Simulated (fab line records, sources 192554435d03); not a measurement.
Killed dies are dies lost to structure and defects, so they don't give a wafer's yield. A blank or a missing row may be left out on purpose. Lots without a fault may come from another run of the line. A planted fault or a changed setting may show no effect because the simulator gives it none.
Split-lot experiment | flow n5_finfet | 7 lots, 21 wafers read, on a route of 1938 steps

THE SPLIT
At N5_BEOL_M10_COAT_60 (time 60 s, resist thk 30 nm), the setting spin_rpm was moved away from the recipe's 1500 rpm on 6 of the 21 wafers read, by -8.8% to +4.8%. The other wafers ran this setting at the recipe's value.

FROM THE SPLIT TO THE READING: what the file shows between them, 4 steps
- N5_BEOL_M10_COAT_05: resist thk 90 nm
- N5_BEOL_M10_EBR_07
- N5_BEOL_M10_DESCUM_16: chemistry O2, time 7.9 s
- N5_BEOL_M10_ETCH_61: etches SiARC in CF4, target depth 39 nm, time 65 s

THE READING
SiARC_of_BEOL_M10_COAT_60.thk_nm (the simulator's own value, which no gauge read), in nm, at N5_BEOL_M10_ETCH_62 (etches SOC in N2/H2, target depth 110 nm, overetch 22 nm, time 165 s). The file gives no usual value for it. The 15 wafers here that ran the recipe average 23.5 nm, standard deviation 0.2 nm.

wafer  | tool, chamber at the split | spin_rpm as run, rpm | against the recipe | SiARC_of_BEOL_M10_COAT_60.thk_nm, nm | against lot-mates on the recipe
L078.1 | litho_track-03, 0          | 1500                 | recipe             | 23.4                                 | -
L078.3 | litho_track-03, 0          | 1368                 | -8.8%              | 24.6                                 | +1.2
L078.6 | litho_track-03, 0          | 1368                 | -8.8%              | 24.8                                 | +1.4
L083.1 | litho_track-04, 0          | 1500                 | recipe             | 23.6                                 | -
L083.2 | litho_track-04, 0          | 1500                 | recipe             | 23.6                                 | -
L083.6 | litho_track-04, 0          | 1500                 | recipe             | 23.4                                 | -
L088.4 | litho_track-03, 0          | 1500                 | recipe             | 23.6                                 | -
L088.5 | litho_track-03, 0          | 1572                 | +4.8%              | 22.8                                 | -0.8
L088.6 | litho_track-03, 0          | 1572                 | +4.8%              | 22.8                                 | -0.8
L089.1 | litho_track-01, 0          | 1429                 | -4.7%              | 24                                   | +0.4
L089.3 | litho_track-01, 0          | 1500                 | recipe             | 23.6                                 | -
L089.5 | litho_track-01, 0          | 1500                 | recipe             | 23.6                                 | -
L093.1 | litho_track-01, 0          | 1500                 | recipe             | 23.8                                 | -
L093.3 | litho_track-01, 0          | 1500                 | recipe             | 23.6                                 | -
L093.6 | litho_track-01, 0          | 1500                 | recipe             | 23.6                                 | -
L094.1 | litho_track-01, 0          | 1564                 | +4.3%              | 22.6                                 | -1.0
L094.2 | litho_track-01, 0          | 1500                 | recipe             | 23.6                                 | -
L094.5 | litho_track-01, 0          | 1500                 | recipe             | 23.6                                 | -
L096.1 | litho_track-04, 0          | 1500                 | recipe             | 23.2                                 | -
L096.5 | litho_track-04, 0          | 1500                 | recipe             | 23.2                                 | -
L096.2 | litho_track-04, 0          | 1500                 | recipe             | 23                                   | -

THE FIT
A straight line over all 21 wafers: SiARC_of_BEOL_M10_COAT_60.thk_nm changes by -0.142 nm for each +1% of spin_rpm; r = -0.93; the points scatter about the line by 0.2 nm.
The same after taking each lot's own level away (the mean of its wafers on the recipe; 21 wafers): -0.154 nm for each +1%; r = -0.97; scatter 0.13 nm.
On that fit, the largest move of spin_rpm shifts the reading by 1.4 nm.
The lots' own levels span 23.13 to 23.67 nm, that is 2.6 times the standard deviation above.
So the lot-to-lot level changes the slope little: the two slopes agree.
Check: with one of the wafers moved furthest among these (-8.8%) left out of the fit, the line predicts +1.36 nm for it against its lot-mates. It came out at +1.2 nm against them.

THE WHOLE CHAIN: every reading that the file lists as answering this split, in the file's order
step                | what it does                                                         | reading                                                                             | change (the file's fit)               | r (the file's)
N5_BEOL_M10_COAT_60 | time 60 s, resist thk 30 nm                                          | SiARC_of_BEOL_M10_COAT_60.thk_nm (the simulator's own value, which no gauge read)   | -0.16 nm for each +1% of the setting  | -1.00
N5_BEOL_M10_ETCH_61 | etches SiARC in CF4, target depth 39 nm, time 65 s                   | CAR-ArF_of_BEOL_M10_COAT_05.thk_nm (the simulator's own value, which no gauge read) | +0.134 nm for each +1% of the setting | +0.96
N5_BEOL_M10_ETCH_61 | etches SiARC in CF4, target depth 39 nm, time 65 s                   | etch.depth_nm (the simulator's own value, which no gauge read)                      | -0.159 nm for each +1% of the setting | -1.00
N5_BEOL_M10_ETCH_62 | etches SOC in N2/H2, target depth 110 nm, overetch 22 nm, time 165 s | SiARC_of_BEOL_M10_COAT_60.thk_nm (the simulator's own value, which no gauge read)   | -0.152 nm for each +1% of the setting | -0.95

THE FILE'S OWN FIT
SiARC_of_BEOL_M10_COAT_60.thk_nm changes by -0.152 nm for each +1% of spin_rpm, r = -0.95.
